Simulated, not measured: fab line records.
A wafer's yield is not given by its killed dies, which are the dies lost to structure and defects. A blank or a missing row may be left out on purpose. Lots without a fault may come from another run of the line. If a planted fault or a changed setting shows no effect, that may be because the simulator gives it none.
Split-lot experiment | flow n5_finfet | 21 wafers read across 7 lots, on a route 1938 steps long

SPLIT DETAILS
At N5_MIM_BOT_ETCH_ETCH_04 (etches SiNx in CF4/O2, target depth 26 nm, time 13 s), the setting time_s was moved away from the recipe's 13 s on 8 of the 21 wafers read, by -21.1% to +17.8%. The other wafers ran this setting at the recipe's value.

Reading taken at the split's own step.

THE READING
etch.depth_nm (the simulator's own value, which no gauge read), in nm, at N5_MIM_BOT_ETCH_ETCH_04 (etches SiNx in CF4/O2, target depth 26 nm, time 13 s). There is no usual value for it anywhere in the file. Average 25.78 nm, standard deviation 0.4 nm, over the 13 wafers here run with the recipe.

wafer  | tool, chamber at the split | time_s as run, s | against the recipe | etch.depth_nm, nm | against lot-mates on the recipe
L074.3 | rie_diel-03, 0             | 13               | recipe             | 25.74             | -
L074.4 | rie_diel-03, 1             | 13               | recipe             | 25.23             | -
L074.6 | rie_diel-03, 1             | 13               | recipe             | 25.25             | -
L078.1 | rie_diel-05, 0             | 13               | recipe             | 26.17             | -
L078.3 | rie_diel-05, 1             | 13               | recipe             | 25.56             | -
L078.4 | rie_diel-05, 2             | 13               | recipe             | 26.71             | -
L080.1 | rie_diel-03, 0             | 13               | recipe             | 25.69             | -
L080.3 | rie_diel-03, 2             | 13               | recipe             | 26.11             | -
L080.5 | rie_diel-03, 1             | 11.09            | -14.7%             | 21.72             | -4.18
L082.1 | rie_diel-05, 1             | 15.17            | +16.7%             | 29.87             | +3.86
L082.3 | rie_diel-05, 2             | 13               | recipe             | 26.01             | -
L082.6 | rie_diel-05, 3             | 15.17            | +16.7%             | 30.1              | +4.09
L086.1 | rie_diel-03, 1             | 13               | recipe             | 25.5              | -
L086.2 | rie_diel-03, 0             | 15.32            | +17.8%             | 30.19             | +4.43
L086.3 | rie_diel-03, 3             | 13               | recipe             | 26.02             | -
L090.3 | rie_diel-02, 3             | 10.26            | -21.1%             | 20.65             | -4.97
L090.4 | rie_diel-02, 3             | 10.26            | -21.1%             | 20.85             | -4.77
L090.6 | rie_diel-02, 1             | 13               | recipe             | 25.62             | -
L097.1 | rie_diel-05, 3             | 14.41            | +10.8%             | 29.51             | +4.01
L097.2 | rie_diel-05, 1             | 13               | recipe             | 25.5              | -
L097.3 | rie_diel-05, 0             | 14.41            | +10.8%             | 28.53             | +3.03

THE FIT
A straight line over all 21 wafers: etch.depth_nm changes by +0.253 nm for each +1% of time_s; r = +0.99; the points scatter about the line by 0.42 nm.
The same after taking each lot's own level away (the mean of its wafers on the recipe; 21 wafers): +0.25 nm for each +1%; r = +0.99; scatter 0.43 nm.
The reading moves by 5.3 nm for the largest change in time_s, on that fit.
The lots' own levels span 25.407 to 26.147 nm, that is 1.9 times the standard deviation above.
Consequently the slope shifts little with the lot-to-lot level, the two slopes agreeing.
Check: with one of the wafers moved furthest among these (-21.1%) left out of the fit, the line predicts -5.28 nm for it against its lot-mates. Against them it came out at -4.97 nm.

ADDITIONAL SPLITS CARRIED BY THESE WAFERS
These wafers also went through other splits before the reading. Each is held against what the fit with the lots' levels taken away leaves over:
other split on the same wafers             | wafers away from the commonest value | r with etch.depth_nm (lot level and that fit taken away)
N5_BEOL_M15_ILD_DEP_00 temp_c              | 4                                    | -0.25
N5_BEOL_M15_COAT_04 spin_rpm               | 6                                    | +0.20
N5_MIM_BOT_LITHO_DEVELOP_07 develop_time_s | 4                                    | -0.03

FILE'S OWN FIT
etch.depth_nm changes by +0.253 nm for each +1% of time_s, r = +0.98.
